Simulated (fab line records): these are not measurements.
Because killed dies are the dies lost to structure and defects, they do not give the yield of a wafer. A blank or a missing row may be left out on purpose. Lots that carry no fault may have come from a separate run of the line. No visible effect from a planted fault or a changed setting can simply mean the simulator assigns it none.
Matching of chambers + flow n5Finfet + N5_BEOL_M0_ETCH_138 on rieDiel-01 has 4 sister chambers
The step etches SiCN in CH3F/O2, target depth 12 nm, time 31.6 s. 22 wafers are shown with their chamber, then 11 later ones without.

== WAFERS WITH THEIR CHAMBER ==
| wafer  | chamber | showerheadPlenumPTorr (Torr) | drypumpMotorCurrentA (A) | throttleValvePct (%) |
|--------|---------|------------------------------|--------------------------|----------------------|
| L075.1 | 3       | 2.09                         | 6.2                      | 16.23                |
| L075.2 | 1       | 2.12                         | 5.6                      | 16.03                |
| L075.5 | 0       | 1.92                         | 5.6                      | 16.51                |
| L077.3 | 2       | 2.06                         | 5.0                      | 16.67                |
| L077.5 | 0       | 1.92                         | 5.6                      | 16.53                |
| L077.6 | 3       | 2.09                         | 6.2                      | 16.24                |
| L080.2 | 1       | 2.12                         | 5.6                      | 16.08                |
| L080.5 | 3       | 2.09                         | 6.2                      | 16.25                |
| L080.6 | 0       | 1.92                         | 5.6                      | 16.53                |
| L084.1 | 3       | 2.09                         | 6.2                      | 16.26                |
| L084.3 | 2       | 2.05                         | 5.0                      | 16.70                |
| L084.6 | 0       | 1.92                         | 5.6                      | 16.57                |
| L083.2 | 2       | 2.06                         | 5.1                      | 16.69                |
| L083.5 | 3       | 2.09                         | 6.2                      | 16.28                |
| L083.6 | 0       | 1.92                         | 5.6                      | 16.55                |
| L085.2 | 0       | 1.92                         | 5.7                      | 16.54                |
| L085.5 | 3       | 2.09                         | 6.2                      | 16.26                |
| L085.6 | 0       | 1.92                         | 5.6                      | 16.55                |
| L086.3 | 3       | 2.09                         | 6.2                      | 16.29                |
| L086.4 | 1       | 2.11                         | 5.6                      | 16.09                |
| L086.5 | 0       | 1.91                         | 5.7                      | 16.57                |
| L087.1 | 3       | 2.08                         | 6.2                      | 16.28                |

SIGNATURES (averages over the wafers above)
| reading               | chamber 0 | chamber 1 | chamber 2 | chamber 3 | scatter within a chamber |
|-----------------------|-----------|-----------|-----------|-----------|--------------------------|
| showerheadPlenumPTorr | 1.9187    | 2.1167    | 2.0567    | 2.0888    | 0.00414                  |
| drypumpMotorCurrentA  | 5.625     | 5.600     | 5.033     | 6.200     | 0.0347                   |
| throttleValvePct      | 16.5437   | 16.0667   | 16.6867   | 16.2613   | 0.0219                   |
Rule: for each reading, subtract the chamber's mean from the wafer's reading, divide by that reading's scatter and square the result; add these up over the readings and take the root, which gives the wafer's distance from the chamber. The wafer belongs to the nearest chamber; if the next one is less than 2 further off, it can't be placed. The scatter: the root of (the sum of the squares of (reading less its chamber's mean) over the shown wafers, divided by (wafers less chambers)).

== WAFERS MISSING THEIR CHAMBER ==
| wafer  | showerheadPlenumPTorr (Torr) | drypumpMotorCurrentA (A) | throttleValvePct (%) |
|--------|------------------------------|--------------------------|----------------------|
| L087.4 | 2.08                         | 6.2                      | 16.28                |
| L087.5 | 2.11                         | 5.6                      | 16.09                |
| L089.1 | 2.11                         | 5.6                      | 16.11                |
| L089.2 | 2.08                         | 6.2                      | 16.30                |
| L089.4 | 2.05                         | 5.0                      | 16.71                |
| L092.4 | 1.91                         | 5.6                      | 16.61                |
| L092.5 | 2.08                         | 6.2                      | 16.32                |
| L092.6 | 1.91                         | 5.6                      | 16.61                |
| L096.1 | 1.91                         | 5.6                      | 16.62                |
| L096.3 | 2.10                         | 5.6                      | 16.13                |
| L096.4 | 2.08                         | 6.2                      | 16.34                |

== EACH ONE'S CHAMBER ==
| wafer  | from the rows above | in truth |
|--------|---------------------|----------|
| L087.4 | 3                   | 3        |
| L087.5 | 1                   | 1        |
| L089.1 | 1                   | 1        |
| L089.2 | 3                   | 3        |
| L089.4 | 2                   | 2        |
| L092.4 | 0                   | 0        |
| L092.5 | 3                   | 3        |
| L092.6 | 0                   | 0        |
| L096.1 | 0                   | 0        |
| L096.3 | 1                   | 1        |
| L096.4 | 3                   | 3        |
11 of 11 placed correctly. Number that these rows cannot place: 0. Wrongly placed: 0.
